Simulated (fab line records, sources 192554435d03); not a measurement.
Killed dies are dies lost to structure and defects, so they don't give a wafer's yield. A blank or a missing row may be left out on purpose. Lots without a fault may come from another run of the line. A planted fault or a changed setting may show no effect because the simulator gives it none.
fab line records | flow n5_finfet
record lots=8 wafers=24 last_day=19
route steps=1938 shown DUMMY_GATE@232 SPACER0@261 SD_EPI_N@272 BEOL_M4@1111 PASSIVATION@1936
lots that met no fault: from a run of the same line without faults
start_h: hours from the record's first day to the start of the lot's first wafer shown | wait_h: hours since the lot's step before | " the same as in the row above | L1.1+2: a row that stands for several wafers | - no value, or no start given | * or withheld: withheld | < > ~ a bound
route shown NAME@n: a module of which the file shows steps, and the number in the route of the first | usual: mean/standard deviation of fault-free wafers | same: alike in all rows | chamber/n: place in a boat | sites: the reading at each site | _std_site: their standard deviation | _edge_site: outer sites' mean less inner sites' | radius_mm: how far each site lies from the wafer's centre | mask NAME#n: copy n | behind: the tool/chamber that last shaped the wafer | hold: why the lot was held/for how many hours/how that ended | device: the transistor (n, p or np) that didn't switch | end of line: the same wafers' tests at the end of the route | a step without rows: its recipe alone | killed: dies lost to structure and defects at the first sort, not the wafer's yield | map: a wafer's dies, x killed, . not, _ none there
set.NAME: the setting as run; set.NAME@STEP: as run at that earlier step | model.NAME: the simulator's own value behind a step, which no gauge read
steps of the route over a sample of lots; a table a step, a row a wafer
services: from which hour (start_h, from the record's first day; less than 0 if before it) a tool's chamber was out of use, for how many hours, and why
## steps
# step N5_DUMMY_GATE_OVL_MEAS_16
# recipe points_per_wafer=522
# usual GATE_OVL=-0.1/0.8
# columns lot.wafer tool chamber start_h wait_h GATE_OVL[nm]
L334.1 overlay-01 0 68.02 0.0 0.5
L334.2 " 0 " " 0.7
L334.3 " 0 " " 0.6
L335.2 overlay-01 0 70.78 0.0 0.3
L335.3 " 0 " " -0.5
L335.6 " 0 " " 0.5
L339.1 overlay-01 0 95.10 0.0 -1.6
L339.3 " 0 " " -0.3
L339.4 " 0 " " 0.1
L342.2 overlay-02 0 112.65 0.0 0.7
L342.4 " 0 " " 0.6
L342.5 " 0 " " -0.3
L346.1 overlay-01 0 138.11 0.0 1.0
L346.3 " 0 " " 1.8
L346.6 " 0 " " 1.0
L351.4 overlay-01 0 168.55 0.0 -0.4
L351.5 " 0 " " -1.0
L351.6 " 0 " " -0.7
L353.2 overlay-02 0 177.71 0.0 -1.2
L353.5 " 0 " " -1.0
L353.6 " 0 " " -0.9
L354.2 overlay-01 0 184.71 0.0 0.7
L354.4 " 0 " " 1.0
L354.6 " 0 " " 0.0
# step N5_DUMMY_GATE_INSPECT_17
# recipe mode=adi inspect_instrument=brightfield
# usual raw_defect_count=205/49
# columns lot.wafer tool chamber start_h wait_h raw_defect_count
L334.1 defect_inspect-01 - 68.08 0.1 274
L334.2 " - " " 420
L334.3 " - " " 213
L335.2 defect_inspect-01 - 70.83 0.0 194
L335.3 " - " " 273
L335.6 " - " " 193
L339.1 defect_inspect-01 - 95.15 0.1 228
L339.3 " - " " 174
L339.4 " - " " 198
L342.2 defect_inspect-02 - 112.70 0.0 230
L342.4 " - " " 196
L342.5 " - " " 176
L346.1 defect_inspect-02 - 138.17 0.1 178
L346.3 " - " " 134
L346.6 " - " " 205
L351.4 defect_inspect-02 - 168.59 0.0 227
L351.5 " - " " 189
L351.6 " - " " 250
L353.2 defect_inspect-01 - 177.76 0.0 300
L353.5 " - " " 264
L353.6 " - " " 360
L354.2 defect_inspect-01 - 184.76 0.0 218
L354.4 " - " " 182
L354.6 " - " " 233
# step N5_DUMMY_GATE_HM_OPEN_21
# recipe chemistry=CH3F/O2 target=SiNx target_depth_a=1200 Ar_flow_sccm=150 CH3F_flow_sccm=30 O2_flow_sccm=23 time_s=171.4 pressure_mtorr=30 source_w=395 bias_w=73 ion_energy_ev=120.7
# usual O2_flow_sccm=22.99/0.067 drypump_motor_current_A=5.5/0.36 oes_f_703_au=0.80/0.083 oes_product_au=0.79/0.085 rf_vpp_V=299/6.9 showerhead_plenum_p_Torr=2.03/0.066 throttle_valve_pct=16.52/0.27
# same time_s=171.4
# columns lot.wafer tool chamber start_h wait_h O2_flow_sccm drypump_motor_current_A oes_f_703_au oes_product_au rf_hours_counter_h rf_vpp_V showerhead_plenum_p_Torr throttle_valve_pct
L334.1 rie_diel-01 2 68.99 0.0 23.04 5.1 0.96 0.92 33 292 2.07 16.42
L334.2 " 0 " " 23.02 6.3 0.68 0.68 239 300 1.98 16.40
L334.3 " 3 " " 22.82 5.3 0.88 0.89 58 308 2.07 16.49
L335.2 rie_diel-04 3 71.76 0.0 22.99 5.2 0.72 0.69 231 291 2.00 16.66
L335.3 " 0 " " 23.03 5.3 0.72 0.71 197 303 2.10 16.95
L335.6 " 1 " " 23.07 5.6 0.74 0.72 - 301 2.09 16.88
L339.1 rie_diel-04 3 95.79 0.0 23.10 5.2 0.71 0.68 238 293 2.00 16.66
L339.3 " 0 " " 22.91 5.3 0.72 0.71 203 303 2.09 16.96
L339.4 " 2 " " 22.98 5.6 0.82 0.78 118 305 1.93 16.25
L342.2 rie_diel-06 1 113.24 0.0 22.95 5.8 0.71 0.71 215 301 1.99 16.36
L342.4 " 3 " " 23.06 4.9 0.78 0.74 161 288 2.00 16.47
L342.5 " 0 " " 23.07 5.5 0.77 0.75 - 288 1.93 16.81
L346.1 rie_diel-06 1 138.74 0.0 22.91 5.8 0.71 0.71 224 302 1.98 16.37
L346.3 " 0 " " 22.99 5.5 0.76 0.73 169 287 1.93 16.84
L346.6 " 3 " " 22.92 4.9 0.77 0.74 - 289 1.99 16.49
L351.4 rie_diel-01 0 169.27 0.0 22.94 6.3 0.96 0.99 2 298 1.97 15.91
L351.5 " 2 " " 23.04 5.1 0.92 0.87 - 290 2.06 16.49
L351.6 " 1 " " 23.05 5.7 0.72 0.76 - 305 2.12 16.55
L353.2 rie_diel-01 2 178.65 0.0 22.94 5.1 0.90 0.87 67 292 2.06 16.48
L353.5 " 1 " " 22.96 5.8 0.73 0.75 - 304 2.12 16.55
L353.6 " 0 " " 23.02 6.4 0.95 0.96 - 298 1.97 15.90
L354.2 rie_diel-01 2 185.32 0.0 22.96 5.1 0.91 0.86 70 290 2.06 16.49
L354.4 " 1 " " 23.01 5.7 0.73 0.76 153 304 2.12 16.55
L354.6 " 0 " " 22.87 6.4 0.94 0.97 - 298 1.97 15.92
# step N5_DUMMY_GATE_ETCH_44
# recipe chemistry=HBr/O2 over_etch_frac=0.7 target_depth_a=1275 stop_on=SiO2 ion_energy_ev=60 bias_w=20 target=poly-Si mask_material=SiO2 pressure_mtorr=20 icp_w=400 HBr_flow_sccm=120 O2_flow_sccm=10
# usual O2_flow_sccm=10.00/0.031 drypump_motor_current_A=5.5/0.36 oes_product_au=0.724/0.012 throttle_valve_pct=18.42/0.2
# columns lot.wafer tool chamber start_h wait_h O2_flow_sccm drypump_motor_current_A oes_product_au rf_hours_counter_h throttle_valve_pct
L334.1 rie_si-01 1 69.24 0.0 9.98 5.8 0.723 62 18.52
L334.2 " 0 " " 10.01 5.4 0.714 193 18.30
L334.3 " 2 " " 9.94 5.9 0.704 127 18.41
L335.2 rie_si-05 3 72.01 0.0 10.00 5.2 0.731 70 18.53
L335.3 " 2 " " 10.03 5.5 0.731 60 18.14
L335.6 " 2 " " 10.00 5.5 0.724 - 18.14
L339.1 rie_si-03 0 96.04 0.0 9.98 5.0 0.733 195 18.92
L339.3 " 3 " " 9.97 5.3 0.725 175 18.46
L339.4 " 1 " " 9.98 5.2 0.727 48 18.72
L342.2 rie_si-05 0 113.49 0.0 9.98 6.3 0.724 194 18.19
L342.4 " 1 " " 10.08 5.1 0.721 131 18.31
L342.5 " 2 " " 10.00 5.5 0.741 - 18.14
L346.1 rie_si-03 3 138.99 0.0 10.00 5.4 0.744 176 18.44
L346.3 " 1 " " 10.02 5.2 0.718 49 18.72
L346.6 " 2 " " 9.96 6.0 0.712 - 18.36
L351.4 rie_si-01 1 169.52 0.0 10.02 5.8 0.712 64 18.51
L351.5 " 3 " " 10.01 5.6 0.725 - 18.47
L351.6 " 0 " " 10.01 5.4 0.746 - 18.13
L353.2 rie_si-05 3 178.90 0.0 9.99 5.1 0.733 72 18.50
L353.5 " 0 " " 9.97 6.3 0.719 - 18.03
L353.6 " 1 " " 10.01 5.1 0.728 - 18.31
L354.2 rie_si-05 1 185.57 0.0 9.92 5.1 0.730 133 18.32
L354.4 " 0 " " 10.01 6.3 0.735 0 18.03
L354.6 " 3 " " 9.99 5.2 0.732 - 18.51
# step N5_DUMMY_GATE_INSPECT_27
# recipe inspect_instrument=brightfield mode=aei
# usual raw_defect_count=315/77
# columns lot.wafer tool chamber start_h wait_h raw_defect_count
L334.1 defect_inspect-02 - 69.63 0.0 401
L334.2 " - " " 598
L334.3 " - " " 310
L335.2 defect_inspect-02 - 72.40 0.0 298
L335.3 " - " " 431
L335.6 " - " " 268
L339.1 defect_inspect-01 - 96.43 0.0 354
L339.3 " - " " 249
L339.4 " - " " 349
L342.2 defect_inspect-02 - 113.88 0.0 368
L342.4 " - " " 307
L342.5 " - " " 273
L346.1 defect_inspect-02 - 139.38 0.0 278
L346.3 " - " " 613
L346.6 " - " " 317
L351.4 defect_inspect-02 - 169.93 0.0 407
L351.5 " - " " 295
L351.6 " - " " 379
L353.2 defect_inspect-01 - 179.30 0.0 414
L353.5 " - " " 463
L353.6 " - " " 503
L354.2 defect_inspect-02 - 185.98 0.0 330
L354.4 " - " " 261
L354.6 " - " " 348
# step N5_SPACER0_INSPECT_04
# recipe inspect_instrument=darkfield mode=post_dep
# usual raw_defect_count=138/30
# columns lot.wafer tool chamber start_h wait_h raw_defect_count
L334.1 defect_inspect-01 - 70.23 0.1 165
L334.2 " - " " 234
L334.3 " - " " 128
L335.2 defect_inspect-02 - 73.29 0.1 145
L335.3 " - " " 175
L335.6 " - " " 103
L339.1 defect_inspect-01 - 97.04 0.1 174
L339.3 " - " " 131
L339.4 " - " " 128
L342.2 defect_inspect-01 - 114.49 0.1 159
L342.4 " - " " 144
L342.5 " - " " 128
L346.1 defect_inspect-02 - 140.32 0.1 121
L346.3 " - " " 516
L346.6 " - " " 142
L351.4 defect_inspect-02 - 170.74 0.1 165
L351.5 " - " " 117
L351.6 " - " " 141
L353.2 defect_inspect-02 - 179.90 0.1 180
L353.5 " - " " 160
L353.6 " - " " 201
L354.2 defect_inspect-02 - 187.97 0.1 137
L354.4 " - " " 124
L354.6 " - " " 137
# step N5_SD_EPI_N_INSPECT_11
# recipe mode=adi inspect_instrument=macro
# usual raw_defect_count=2.1/1.3
# columns lot.wafer tool chamber start_h wait_h raw_defect_count
L334.1 defect_inspect-02 - 70.56 0.0 2
L334.2 " - " " 3
L334.3 " - " " 3
L335.2 defect_inspect-01 - 73.75 0.0 2
L335.3 " - " " 3
L335.6 " - " " 2
L339.1 defect_inspect-02 - 97.37 0.0 2
L339.3 " - " " 0
L339.4 " - " " 2
L342.2 defect_inspect-01 - 114.94 0.0 3
L342.4 " - " " 1
L342.5 " - " " 3
L346.1 defect_inspect-01 - 140.65 0.0 1
L346.3 " - " " >300
L346.6 " - " " 3
L351.4 defect_inspect-01 - 171.20 0.0 1
L351.5 " - " " 5
L351.6 " - " " 2
L353.2 defect_inspect-01 - 180.35 0.0 2
L353.5 " - " " 1
L353.6 " - " " 3
L354.2 defect_inspect-02 - 188.42 0.0 1
L354.4 " - " " 1
L354.6 " - " " 1
# step N5_SD_EPI_N_INSPECT_26
# recipe inspect_instrument=darkfield mode=post_epi
# usual raw_defect_count=210/42
# columns lot.wafer tool chamber start_h wait_h raw_defect_count
L334.1 defect_inspect-01 - 74.54 0.1 243
L334.2 " - " " 375
L334.3 " - " " 258
L335.2 defect_inspect-01 - 78.00 0.1 208
L335.3 " - " " 250
L335.6 " - " " 200
L339.1 defect_inspect-01 - 102.34 0.1 247
L339.3 " - " " 187
L339.4 " - " " 186
L342.2 defect_inspect-02 - 119.95 0.1 235
L342.4 " - " " 198
L342.5 " - " " 179
L346.1 defect_inspect-02 - 146.35 0.1 194
L346.3 " - " " 575
L346.6 " - " " 170
L351.4 defect_inspect-01 - 175.92 0.1 225
L351.5 " - " " 179
L351.6 " - " " 252
L353.2 defect_inspect-02 - 185.07 0.1 257
L353.5 " - " " 259
L353.6 " - " " 289
L354.2 defect_inspect-02 - 193.79 0.1 218
L354.4 " - " " 185
L354.6 " - " " 177
# step N5_BEOL_M4_RC_MEAS_101
# usual DIBL_N=36.1/2.5 DIBL_P=36/3.3 IOFF_N=0.16/0.046 IOFF_P=0.20/0.051 ION_N=676/16 ION_P=462/11 SS_N=71.6/0.87 SS_P=73.2/0.86 VT_N=251/4.4 VT_P=-252/4.6
# columns lot.wafer tool chamber start_h wait_h DIBL_N[mV/V] DIBL_P[mV/V] IOFF_N[nA/um] IOFF_P[nA/um] ION_N[uA/um] ION_P[uA/um] SS_N[mV/dec] SS_P[mV/dec] VT_N[mV] VT_P[mV]
L334.1 prober-02 0 202.87 0.0 34.5 35 0.13 0.17 677 463 71.4 72.9 250 -253
L334.2 " 0 " " 41.0 42 0.25 0.30 694 463 72.8 75.3 243 -249
L334.3 " 0 " " 35.1 36 0.14 0.18 675 465 71.4 73.1 250 -255
L335.2 prober-01 0 231.99 0.2 41.4 40 0.26 0.23 679 461 74.1 74.1 248 -252
L335.3 " 0 " " 34.6 34 0.13 0.16 680 467 71.1 72.8 254 -253
L335.6 " 0 " " 33.7 32 0.11 0.14 660 451 70.6 72.3 255 -256
L339.1 prober-02 0 262.91 0.0 35.9 37 0.15 0.20 668 463 72.0 72.9 251 -251
L339.3 " 0 " " 34.8 35 0.13 0.18 675 457 71.6 72.4 251 -252
L339.4 " 0 " " 37.7 39 0.19 0.26 677 469 72.3 73.9 247 -247
L342.2 prober-02 0 270.40 0.2 39.0 35 0.18 0.17 661 443 73.2 73.4 254 -253
L342.4 " 0 " " 34.0 30 0.10 0.12 657 450 70.7 72.7 258 -259
L342.5 " 0 " " 33.2 29 0.10 0.11 666 447 70.3 71.5 260 -262
L346.1 prober-01 0 301.94 0.0 38.2 38 0.15 0.16 668 448 72.4 74.4 252 -260
L346.3 " 0 " " 36.2 35 0.12 0.13 678 449 72.2 73.6 256 -260
L346.6 " 0 " " 39.5 38 0.17 0.16 655 434 73.1 74.2 251 -260
L354.2 prober-02 0 320.47 0.2 33.5 32 0.12 0.16 678 463 70.9 72.3 252 -254
L354.4 " 0 " " 37.8 38 0.20 0.27 695 481 72.0 74.1 245 -243
L354.6 " 0 " " 37.6 38 0.18 0.26 696 482 71.1 73.7 247 -245
L351.4 prober-02 0 327.82 0.5 33.9 34 0.13 0.19 663 455 71.0 72.9 253 -250
L351.5 " 0 " " 39.7 41 0.25 0.34 706 477 72.1 74.5 244 -243
L351.6 " 0 " " 36.0 32 0.16 0.16 661 451 73.0 72.5 253 -249
L353.2 prober-01 0 338.74 0.2 40.5 40 0.22 0.27 656 451 73.0 73.8 252 -249
L353.5 " 0 " " 39.1 40 0.21 0.30 690 481 72.1 74.3 248 -245
L353.6 " 0 " " 35.2 34 0.11 0.19 630 447 70.9 72.7 256 -251
# step N5_PASSIVATION_PROBE_49
# usual defect_limited_yield=91.0/1.4 killed_at_M0_to_M3=34/10 killed_at_M4_up=15/5.5 killed_at_contacts=12/6.1 killed_at_front_end=41/12 killed_at_other=4/3.4 killed_dies=106/17 killed_on_rim=14/4 killed_open=70/13 killed_short=34/7.4 sort_bin_4_leakage=0.01/0.065 sort_bin_5_function=5.3/1 sort_bin_6_memory=3.4/0.69 sort_bin_8_speed=0.03/0.22 sort_n_pass=1073/17 sort_yield_pct=91.0/1.4
# same gross_dies=1180 killed_at_back_side=0
# columns lot.wafer tool chamber start_h wait_h defect_limited_yield[%] killed_at_M0_to_M3 killed_at_M4_up killed_at_contacts killed_at_front_end killed_at_other killed_dies killed_on_rim killed_open killed_short sort_bin_4_leakage[%] sort_bin_5_function[%] sort_bin_6_memory[%] sort_bin_8_speed[%] sort_n_pass sort_yield_pct[%]
L339.1 prober-01 - 383.89 0.0 88.7 37 21 13 51 11 133 11 96 36 0 6.9 4.1 0 1047 88.7
L339.3 prober-01 - 383.99 0.1 91.9 23 14 10 42 7 96 14 61 33 0 5.2 2.8 0 1084 91.9
L339.4 prober-01 - 384.04 0.2 91.8 34 12 7 38 6 97 7 58 36 0 4.5 3.2 0 1083 91.8
L346.1 prober-02 - 413.55 0.0 90.7 42 11 6 45 6 110 16 71 38 0 5.9 3.1 0 1070 90.7
L346.3 prober-02 - 413.65 0.1 83.5 23 16 11 142 3 195 29 67 29 0 10.2 3.8 0 985 83.5
L346.6 prober-02 - 413.80 0.3 92.1 45 4 8 30 6 93 18 61 32 0 3.7 3.9 0.17 1085 91.9
L351.4 prober-02 - 436.17 0.2 91.3 33 16 13 39 2 103 6 69 32 0 3.6 4.7 0 1077 91.3
L351.5 prober-02 - 436.22 0.2 90.7 26 17 8 57 2 110 17 64 46 0 5.2 3.6 0 1070 90.7
L351.6 prober-02 - 436.27 0.3 90.2 37 18 8 51 2 116 21 74 41 0 6.1 3.3 0.08 1063 90.1
# killed by level:class
L339.1 BEOL_M2:geometric_particle:open=17 MOL_CONTACT_COAG:geometric_particle:open=12 STI_FIN_REVEAL:geometric_particle:open=9 ILD0:geometric_particle:open=8 GATE_CUT:geometric_particle:short=8 BEOL_M0_SAQP:geometric_particle:open=8 BEOL_M4:geometric_particle:open=7 FIN_SAQP:geometric_particle:open=5
L339.3 STI_FIN_REVEAL:geometric_particle:open=10 BEOL_M4:geometric_particle:open=8 MOL_CONTACT_COAG:geometric_particle:open=7 FIN_SAQP:geometric_particle:short=6 FIN_SAQP:geometric_particle:open=6 BEOL_M0_SAQP:geometric_particle:open=6 GATE_CUT:geometric_particle:short=4 BEOL_M0_SAQP:geometric_particle:short=4
L339.4 BEOL_M0_SAQP:geometric_particle:open=13 BEOL_M0_SAQP:geometric_particle:short=7 FIN_SAQP:geometric_particle:short=6 STI_FIN_REVEAL:geometric_particle:short=6 MOL_CONTACT_COAG:geometric_particle:open=6 BEOL_M2:geometric_particle:open=6 BEOL_M4:geometric_particle:open=5 STI_FIN_REVEAL:geometric_particle:open=4
L346.1 BEOL_M1:geometric_particle:open=14 STI_FIN_REVEAL:geometric_particle:open=13 GATE_CUT:geometric_particle:short=10 DUMMY_GATE:geometric_particle:open=8 BEOL_M3:geometric_particle:open=6 DUMMY_GATE:geometric_particle:short=5 BEOL_M0_SAQP:geometric_particle:short=5 BEOL_M0_SAQP:geometric_particle:open=5
L346.3 DUMMY_GATE:unspecified=92 MOL_CONTACT_COAG:geometric_particle:open=10 FIN_SAQP:geometric_particle:short=9 FIN_SAQP:geometric_particle:open=8 BEOL_M2:geometric_particle:open=7 HKMG_FIN:area_etch=6 GATE_CUT:geometric_particle:open=5 BEOL_M3:geometric_particle:open=5
L346.6 STI_FIN_REVEAL:geometric_particle:open=10 BEOL_M0_SAQP:geometric_particle:short=8 BEOL_M2:geometric_particle:open=8 MOL_CONTACT_COAG:geometric_particle:open=7 BEOL_M1:geometric_particle:open=7 FIN_SAQP:geometric_particle:short=5 STI_FIN_REVEAL:geometric_particle:short=5 BEOL_M0_SAQP:geometric_particle:open=5
L351.4 BEOL_M0_SAQP:geometric_particle:open=15 MOL_CONTACT_COAG:geometric_particle:open=10 FIN_SAQP:geometric_particle:open=9 BEOL_M0_SAQP:geometric_particle:short=8 FIN_SAQP:geometric_particle:short=7 BEOL_M4:geometric_particle:open=6 STI_FIN_REVEAL:geometric_particle:open=5 DUMMY_GATE:geometric_particle:open=4
L351.5 FIN_SAQP:geometric_particle:open=12 BEOL_M0_SAQP:geometric_particle:short=9 FIN_SAQP:geometric_particle:short=8 STI_FIN_REVEAL:geometric_particle:open=7 GATE_CUT:geometric_particle:short=7 DUMMY_GATE:geometric_particle:open=6 MOL_CONTACT_COAG:geometric_particle:open=5 BEOL_M4:geometric_particle:open=5
L351.6 STI_FIN_REVEAL:geometric_particle:open=13 FIN_SAQP:geometric_particle:open=12 BEOL_M0_SAQP:geometric_particle:short=11 FIN_SAQP:geometric_particle:short=8 BEOL_M0_SAQP:geometric_particle:open=8 MOL_CONTACT_COAG:geometric_particle:open=6 DUMMY_GATE:geometric_particle:open=5 DUMMY_GATE:geometric_particle:short=5
## services
# columns tool chamber start_h hours kind
rie_si-05 1 50.86 4.2 repair
rie_diel-04 0 50.91 2.4 repair
rie_diel-06 1 53.48 4.6 repair
rie_si-03 1 57.68 5.0 repair
rie_si-03 2 75.74 6.2 repair
rie_si-01 - 81.58 0.9 repair
rie_si-03 2 103.49 2.8 repair
rie_diel-01 3 104.50 11.1 repair
rie_diel-04 1 105.80 7.0 repair
rie_diel-06 - 111.06 0.4 repair
rie_si-05 - 123.69 15.6 pm
rie_si-03 0 125.27 - clean
rie_diel-01 0 136.49 4.9 repair
rie_si-05 0 140.84 7.3 repair
rie_diel-01 0 141.71 - clean
rie_diel-01 0 141.71 - consumable_replace:focus_ring
rie_diel-01 0 141.71 21.7 scheduled_down
rie_diel-01 0 141.71 21.7 vent_cycle
rie_si-03 3 145.68 3.8 repair
rie_si-05 0 148.17 - clean
rie_si-05 0 148.17 22.8 scheduled_down
rie_si-05 0 148.17 22.8 vent_cycle
rie_si-05 3 151.61 2.5 repair
rie_diel-06 0 168.69 3.0 repair
## key
first_sign step=N5_DUMMY_GATE_INSPECT_27 reading=raw_defect_count direction=up sigmas=3.9 usual=315 struck=613
effect step=N5_SPACER0_INSPECT_04 reading=raw_defect_count direction=up sigmas=12 usual=138 struck=516
effect step=N5_SD_EPI_N_INSPECT_11 reading=raw_defect_count direction=up sigmas=99+ usual=2.1 struck=>300
effect step=N5_SD_EPI_N_INSPECT_26 reading=raw_defect_count direction=up sigmas=8.7 usual=210 struck=575
effect step=N5_PASSIVATION_PROBE_49 reading=killed_at_front_end direction=up sigmas=8.4 usual=41 struck=142
more_kills_born_at N5_DUMMY_GATE_ETCH_44@rie_si-03=92
met_at N5_DUMMY_GATE_ETCH_44
struck_lots L346
struck_wafers L346.3
not_acting_at N5_DUMMY_GATE_OVL_MEAS_16,N5_DUMMY_GATE_INSPECT_17,N5_DUMMY_GATE_HM_OPEN_21
onset_between 96.04 138.99
fault kind=chamber_particle_source tool=rie_si-03 chamber=1 onset_h=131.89 steps=N5_DUMMY_GATE_ETCH_44 rate_per_visit_cm2=0.69008 end_h=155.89
